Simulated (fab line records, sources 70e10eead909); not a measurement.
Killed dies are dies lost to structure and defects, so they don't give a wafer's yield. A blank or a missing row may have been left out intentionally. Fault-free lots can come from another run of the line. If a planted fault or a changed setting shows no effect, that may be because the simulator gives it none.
fab line records	flow nand_harc
record: lots: 5	wafers: 15	last_day: 24
route steps=1159 shown P_M1@299 END@1159
lots that met no fault: taken from a fault-free run of the same line
start_h: start of the lot's first displayed wafer, in hours after the record's first day	wait_h: how many hours have passed since the lot's step before this one	" identical to the entry in the row above	L1.1+2: a single row standing in for several wafers	- no value, or no start given	* or withheld: withheld	< > ~ a bound
route shown NAME@n: a module of which the file shows steps, and the number in the route of the first	usual: mean/standard deviation of fault-free wafers	same: alike in all rows	chamber/n: place in a boat	sites: readings site by site	_std_site: standard deviation of those values	_edge_site: outer sites' mean less inner sites'	radius_mm: for every site, how far away it sits from the centre of the wafer	mask NAME#n: copy n	behind: the tool/chamber that last shaped the wafer	hold: reason for holding the lot/hours on hold/outcome of the hold	device: the transistor (n, p or np) that didn't switch	end of line: the route-end tests of the same wafers	where a step has no rows: the recipe by itself	killed: count of dies lost to structure and defects at first sort (not the wafer's yield)	map: shows each die of a wafer: x if killed, . if not, _ if none is there
set.NAME: setting as actually run; set.NAME@STEP: the setting as run at that earlier step	model.NAME: the simulator's own value behind a step, which no gauge read
lots seen at some steps along the route; tables by step, rows by wafer
services: the hour from which a tool's chamber was out of use, counted from the record's first day as start_h (under 0 if before that day), plus the number of hours and why
== steps ==
step: NHARC_P_M1_ETCH_35
recipe: target_depth_a: 400	overetch_a: 120	time_s: 43.94	ion_energy_ev: 200	n2_flow_sccm: 150	h2_flow_sccm: 150	ar_flow_sccm: 0	rf_w: 400	bias_w: 150	chemistry: N2/H2
usual: drypump_motor_current_A: 5.8/0.4	oes_product_au: 1.001/0.011	rf_vpp_V: 429.9/2.6	showerhead_plenum_p_Torr: 2.02/0.091	throttle_valve_pct: 14.170/0.0096
lot.wafer	tool	chamber	start_h	wait_h	drypump_motor_current_A	oes_product_au	rf_hours_counter_h	rf_vpp_V	showerhead_plenum_p_Torr	throttle_valve_pct
L847.4	rie_diel-09	0	173.27	0.1	5.7	1.015	5.4	429.2	1.94	14.176
L847.3	"	1	"	"	5.2	0.993	5.3	433.8	2.20	14.174
L847.2	"	2	"	"	5.7	1.010	5.2	428.9	1.99	14.172
L848.1	rie_diel-08	1	183.11	0.5	6.1	1.000	3.6	427.7	1.93	14.162
L848.2	"	2	"	"	5.5	1.005	4.0	429.3	1.97	14.179
L848.3	"	0	"	"	5.6	1.005	3.6	427.2	1.93	14.152
L851.4	rie_diel-08	1	197.20	0.1	6.1	1.008	4.1	427.3	1.93	14.166
L851.2	"	3	"	"	5.4	1.000	5.3	431.7	2.04	14.163
L851.1	"	0	"	"	5.6	1.003	5.0	427.6	1.93	14.169
L859.2	rie_diel-13	2	250.95	0.1	5.9	1.015	3.5	427.5	1.93	14.181
L859.1	"	0	"	"	6.1	0.996	3.8	429.4	1.96	14.187
L859.4	"	1	"	"	6.0	1.006	3.8	431.6	2.07	14.165
L860.2	rie_diel-09	1	251.84	0.1	5.2	0.987	11.4	436.0	2.20	14.152
L860.3	"	2	"	"	5.7	1.006	10.1	427.7	1.99	14.179
L860.4	"	1	"	"	5.2	0.989	-	435.7	2.20	14.170
step: NHARC_P_M1_ETCH_15
recipe: target_depth_a: 1825	time_s: 91.2	c4f8_flow_sccm: withheld	ar_flow_sccm: 400	rf_w: 600	bias_w: 300	chemistry: C4F8/Ar
step: NHARC_P_M1_CD_MEAS_16
usual: cd_nm: 129.5/0.81
lot.wafer	tool	chamber	start_h	wait_h	cd_nm
L847.2	cd_sem-02	-	173.49	-	130.0
L847.3	"	-	"	"	131.0
L847.4	"	-	"	"	130.1
L848.1	cd_sem-01	-	183.33	-	129.8
L848.2	"	-	"	"	129.9
L848.3	"	-	"	"	130.3
L851.1	cd_sem-01	-	197.41	-	129.4
L851.2	"	-	"	"	128.6
L851.4	"	-	"	"	128.0
L859.1	cd_sem-01	-	251.16	-	128.2
L859.2	"	-	"	"	129.7
L859.4	"	-	"	"	130.5
L860.2	cd_sem-01	-	252.09	-	130.9
L860.3	"	-	"	"	129.7
L860.4	"	-	"	"	131.2
step: NHARC_P_M1_STRIP_18
recipe: power_w: 1000	n2_flow_sccm: 150	h2_flow_sccm: 150	ar_flow_sccm: 0	bias_w: 0	chemistry: N2/H2
step: NHARC_P_M1_ETCH_28
recipe: target_depth_a: 300	over_etch_frac: 0.3	time_s: 72.99	ion_energy_ev: 150	cf4_flow_sccm: 50	n2_flow_sccm: 100	ar_flow_sccm: 150	rf_w: 300	bias_w: 100	chemistry: CF4/N2
usual: drypump_motor_current_A: 5.9/0.41	oes_product_au: 0.998/0.01	rf_vpp_V: 313.9/1.9	showerhead_plenum_p_Torr: 2.61/0.11	throttle_valve_pct: 19.793/0.0086
lot.wafer	tool	chamber	start_h	wait_h	drypump_motor_current_A	oes_product_au	rf_hours_counter_h	rf_vpp_V	showerhead_plenum_p_Torr	throttle_valve_pct
L847.4	rie_diel-13	2	-	-	5.9	0.994	2	312.4	2.49	19.793
L847.3	"	3	"	"	6.7	0.991	2	314.5	2.67	19.807
L847.2	"	1	"	"	5.9	1.010	2	314.9	2.66	19.801
L848.1	rie_diel-09	3	-	-	5.5	0.986	4	316.4	2.75	19.795
L848.2	"	0	"	"	5.7	1.008	6	312.7	2.51	19.806
L848.3	"	2	"	"	5.7	1.010	6	313.2	2.57	19.773
L851.1	rie_diel-09	3	-	-	5.5	0.987	5	317.2	2.75	19.803
L851.2	"	1	"	"	5.2	0.987	7	318.6	2.81	19.784
L851.4	"	0	"	"	5.7	1.015	-	311.8	2.51	19.794
L859.1	rie_diel-09	3	-	-	5.4	0.987	9	316.7	2.75	19.782
L859.2	"	1	"	"	5.2	0.986	11	316.2	2.81	19.795
L859.4	"	3	"	"	5.4	0.990	-	315.7	2.75	19.786
L860.3	rie_diel-08	3	-	-	5.4	0.989	9	313.1	2.62	19.788
L860.4	"	0	"	"	5.6	0.985	9	312.7	2.49	19.796
L860.2	"	2	"	"	5.5	1.000	9	313.2	2.54	19.797
step: NHARC_P_M1_STRIP_19
recipe: time_s: 600	temp_c: 30	chemistry: post_etch_residue_remover
step: NHARC_P_M1_DEGAS_29
recipe: temp_c: 250	time_s: 60
usual: heater_power_w: 340/35
lot.wafer	tool	chamber	start_h	wait_h	heater_power_w
L847.4	pvd_sputter-01	-	174.20	-	289
L847.3	"	-	"	"	316
L847.2	"	-	"	"	368
L848.3	pvd_sputter-01	-	184.52	-	359
L848.1	"	-	"	"	284
L848.2	"	-	"	"	315
L851.1	pvd_sputter-02	-	198.19	-	318
L851.2	"	-	"	"	394
L851.4	"	-	"	"	381
L859.1	pvd_sputter-03	-	251.99	-	319
L859.4	"	-	"	"	363
L859.2	"	-	"	"	341
L860.3	pvd_sputter-01	-	252.80	-	304
L860.2	"	-	"	"	315
L860.4	"	-	"	"	364
step: NHARC_P_M1_PRE_CLEAN_30
recipe: time_s: 30	temp_c: 280	gas: H2/He
usual: heater_power_w: 417/41
lot.wafer	tool	chamber	start_h	wait_h	heater_power_w
L847.2	pvd_sputter-01	-	-	-	439
L847.3	"	-	"	"	390
L847.4	"	-	"	"	388
L848.2	pvd_sputter-01	-	-	-	401
L848.1	"	-	"	"	451
L848.3	"	-	"	"	352
L851.2	pvd_sputter-02	-	-	-	382
L851.1	"	-	"	"	478
L851.4	"	-	"	"	394
L859.1	pvd_sputter-03	-	-	-	385
L859.4	"	-	"	"	434
L859.2	"	-	"	"	407
L860.2	pvd_sputter-01	-	-	-	352
L860.4	"	-	"	"	387
L860.3	"	-	"	"	428
step: NHARC_P_M1_PVD_20
recipe: target_thk_a: 50	bias_v: 168.6	power_w: 15000	chamber_pressure_pa: 0.12	time_s: 8.06	substrate_temp_c: 50	material: TaN
step: NHARC_P_M1_PVD_21
recipe: target_thk_a: 300	chamber_pressure_pa: 5	power_w: 5000	substrate_temp_c: 30	time_s: 20.49	material: Cu
usual: throttle_valve_pct: 29.9/1.4
lot.wafer	tool	chamber	start_h	wait_h	throttle_valve_pct
L847.4	pvd_sputter-01	-	-	-	29.3
L847.3	"	-	"	"	30.4
L847.2	"	-	"	"	32.3
L848.1	pvd_sputter-01	-	-	-	30.3
L848.2	"	-	"	"	27.0
L848.3	"	-	"	"	29.6
L851.1	pvd_sputter-02	-	-	-	29.2
L851.4	"	-	"	"	31.2
L851.2	"	-	"	"	28.9
L859.2	pvd_sputter-03	-	-	-	30.7
L859.4	"	-	"	"	28.1
L859.1	"	-	"	"	30.8
L860.4	pvd_sputter-01	-	-	-	32.1
L860.3	"	-	"	"	27.3
L860.2	"	-	"	"	29.3
step: NHARC_P_M1_ECD_22
recipe: target_thk_a: 4000	bath_temp_c: 25	material: Cu
step: NHARC_P_M1_ANNEAL_31
recipe: temp_c: 225	time_s: 90
step: NHARC_P_M1_CMP_23
recipe: t_overpolish_s: 20	target_thk_nm: 157.82
usual: motor_current_A: 11.9/1.2	time_to_endpoint_s: 28.7/2.8
same: t_overpolish_s: 20
lot.wafer	tool	chamber	start_h	wait_h	motor_current_A	time_to_endpoint_s
L847.4	cmp-01	1	175.28	-	13.7	26.6
L847.3	"	2	"	"	13.5	24.1
L847.2	"	0	"	"	10.8	28.5
L848.1	cmp-03	3	185.63	-	11.2	29.7
L848.2	"	0	"	"	11.6	27.3
L848.3	"	1	"	"	10.2	27.5
L851.2	cmp-01	1	199.43	-	13.4	13.0
L851.1	"	3	"	"	12.1	30.2
L851.4	"	0	"	"	10.2	31.8
L859.2	cmp-02	3	253.09	-	12.3	27.9
L859.1	"	0	"	"	12.3	30.5
L859.4	"	1	"	"	13.3	27.2
L860.4	cmp-03	1	253.89	-	10.1	29.9
L860.2	"	2	"	"	8.9	28.2
L860.3	"	3	"	"	12.4	28.1
step: NHARC_P_M1_THK_MEAS_24
recipe: thk_meas_gauge: xrf
usual: thk_nm: 158.0/1.6
lot.wafer	tool	chamber	start_h	wait_h	thk_nm
L847.2	film_metro-01	-	175.60	-	161.1
L847.3	"	-	"	"	158.7
L847.4	"	-	"	"	158.1
L848.1	film_metro-01	-	185.94	-	157.2
L848.2	"	-	"	"	155.0
L848.3	"	-	"	"	156.2
L851.1	film_metro-02	-	199.74	-	154.4
L851.2	"	-	"	"	151.4
L851.4	"	-	"	"	159.5
L859.1	film_metro-02	-	253.41	-	155.1
L859.2	"	-	"	"	157.2
L859.4	"	-	"	"	158.3
L860.2	film_metro-01	-	254.21	-	159.9
L860.3	"	-	"	"	159.7
L860.4	"	-	"	"	161.7
step: NHARC_P_M1_SRD_25
step: NHARC_END_SORT_01
recipe: temp_c: 25
usual: defect_limited_yield: 95.6/1.6	killed_at_array: 26/10	killed_at_other: 0.5/0.87	killed_at_periphery: 3.0/2.5	killed_dies: 29/11	killed_open: 3.3/1.9	killed_short: 1.8/1.5	sort_bin_2_pct: 1.3/0.63	sort_bin_3_pct: 0.25/0.22	sort_bin_4_pct: 2.8/1.1	sort_n_pass: 648/11	sort_rim_yield_pct: 96.5/2.6	sort_yield_pct: 95.6/1.6
same: gross_dies: 677	sort_bin_5_pct[%]: 0	sort_bin_6_pct[%]: 0	sort_bin_7_pct[%]: 0	sort_bin_8_pct[%]: 0	sort_rim_n_gross: 106.00
lot.wafer	tool	chamber	start_h	wait_h	defect_limited_yield[%]	killed_at_array	killed_at_other	killed_at_periphery	killed_dies	killed_open	killed_short	sort_bin_2_pct[%]	sort_bin_3_pct[%]	sort_bin_4_pct[%]	sort_n_pass	sort_rim_yield_pct[%]	sort_yield_pct[%]
L851.4	prober-01	0	501.51	3.4	96.6	18	0	5	23	4	3	0.9	0	2.5	654	96.2	96.6
L848.1	prober-02	0	499.11	2.5	92.6	48	0	2	50	4	1	1.9	0.74	4.7	627	90.6	92.6
L848.2	prober-02	0	499.92	2.8	94.1	37	0	3	40	5	1	1.2	0.15	4.6	637	98.1	94.1
L848.3	prober-02	0	500.73	3.1	93.8	42	0	0	42	1	0	1.8	0.30	4.1	635	98.1	93.8
L860.2	prober-02	0	575.14	2.8	94.7	32	3	1	36	6	1	1.2	0.15	4.0	641	91.5	94.7
L860.3	prober-02	0	575.92	3.1	93.5	37	3	4	44	4	5	2.2	0.59	3.7	633	99.1	93.5
L860.4	prober-02	0	576.69	3.3	95.4	27	2	2	31	0	0	1.8	0	2.8	646	90.6	95.4
killed by level:class
L848.1 A_SLIT:chamber_film_flake=15 A_CHANNEL_HOLE_D1:chamber_film_flake=14 A_M1:chamber_film_flake=6 A_CONTACT:chamber_film_flake=4 A_WL_FILL:geometric_particle:open=3 A_STAIRCASE:chamber_film_flake=2 A_WL_FILL:geometric_particle:short=1 A_M0:geometric_particle:open=1
L848.2 A_CHANNEL_HOLE_D1:chamber_film_flake=17 A_SLIT:chamber_film_flake=9 A_M1:chamber_film_flake=5 A_CONTACT:geometric_particle:open=2 P_M1:geometric_particle:open=1 P_BONDPAD:geometric_particle:open=1 A_ONON_D1:geometric_particle:open=1 A_WL_FILL:geometric_particle:short=1
L848.3 A_CHANNEL_HOLE_D1:chamber_film_flake=23 A_SLIT:chamber_film_flake=12 A_M1:chamber_film_flake=6 A_CONTACT:geometric_particle:open=1
L851.4 A_CHANNEL_HOLE_D1:chamber_film_flake=7 A_STAIRCASE:chamber_film_flake=4 A_ONON_D1:geometric_particle:short=3 P_M2:chamber_film_flake=2 P_CONTACT:geometric_particle:open=1 A_SOURCE_PLATE:geometric_particle:open=1 P_ZERO_WELL:chamber_film_flake=1 A_CONTACT:geometric_particle:open=1
L860.2 A_SLIT:chamber_film_flake=12 A_CHANNEL_HOLE_D1:chamber_film_flake=7 A_STAIRCASE:chamber_film_flake=3 A_CONTACT:chamber_film_flake=3 THIN_TSV:chamber_film_flake=3 A_CHANNEL_FILL_D1:geometric_particle:open=2 P_M0:geometric_particle:open=1 A_SGD_CUT:geometric_particle:short=1
L860.3 A_SLIT:chamber_film_flake=16 A_CHANNEL_HOLE_D1:chamber_film_flake=6 A_STAIRCASE:chamber_film_flake=3 A_WL_FILL:chamber_film_flake=3 THIN_TSV:chamber_film_flake=3 A_CONTACT:geometric_particle:short=2 A_CONTACT:chamber_film_flake=2 P_GATE:geometric_particle:open=1
L860.4 A_SLIT:chamber_film_flake=11 A_CHANNEL_HOLE_D1:chamber_film_flake=6 A_STAIRCASE:chamber_film_flake=4 A_WL_FILL:chamber_film_flake=4 P_M2:chamber_film_flake=2 THIN_TSV:chamber_film_flake=2 A_ZERO_WELL:chamber_film_flake=1 A_CONTACT:chamber_film_flake=1
== services ==
tool	chamber	start_h	hours	kind
cmp-03	-	152.61	0.3	repair
cmp-02	-	154.22	0.3	repair
pvd_sputter-01	-	158.07	10.0	pm
rie_diel-09	0	159.62	-	clean
rie_diel-09	1	159.62	-	clean
rie_diel-09	2	159.62	-	clean
rie_diel-09	3	159.62	-	clean
rie_diel-08	-	164.97	0.2	repair
cmp-03	-	168.08	1.1	repair
rie_diel-08	-	173.37	0.3	repair
cmp-03	-	176.80	4.0	pm
pvd_sputter-02	-	182.51	2.1	repair
rie_diel-13	2	182.80	5.6	repair
pvd_sputter-02	-	192.38	2.9	repair
rie_diel-09	2	195.21	9.0	repair
cmp-01	-	206.84	3.2	repair
cmp-01	-	210.06	4.0	pm
rie_diel-09	3	213.82	6.6	repair
pvd_sputter-02	-	215.40	10.0	pm
pvd_sputter-01	-	217.98	2.5	repair
cmp-01	-	222.87	1.0	repair
cmp-02	-	226.54	4.0	pm
rie_diel-08	0	235.06	4.1	repair
cmp-03	-	241.03	1.2	repair
== key ==
first_sign: step: NHARC_P_M1_CMP_23	reading: time_to_endpoint_s	direction: down	sigmas: 5.5	usual: *	struck: *
effect: step: NHARC_P_M1_THK_MEAS_24	reading: thk_nm	direction: down	sigmas: 4	usual: 158.0	struck: 151.4
met_at NHARC_P_M1_CMP_23
struck_wafers L851.2
onset_between 175.28 199.43
fault: kind: process_parameter_drift	tool: cmp-01	chamber: -	onset_h: 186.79	steps: NHARC_P_M1_CMP_23	channel: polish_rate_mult	offset: 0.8	shape: step	end_h: 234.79	scope: struck_wafers_only
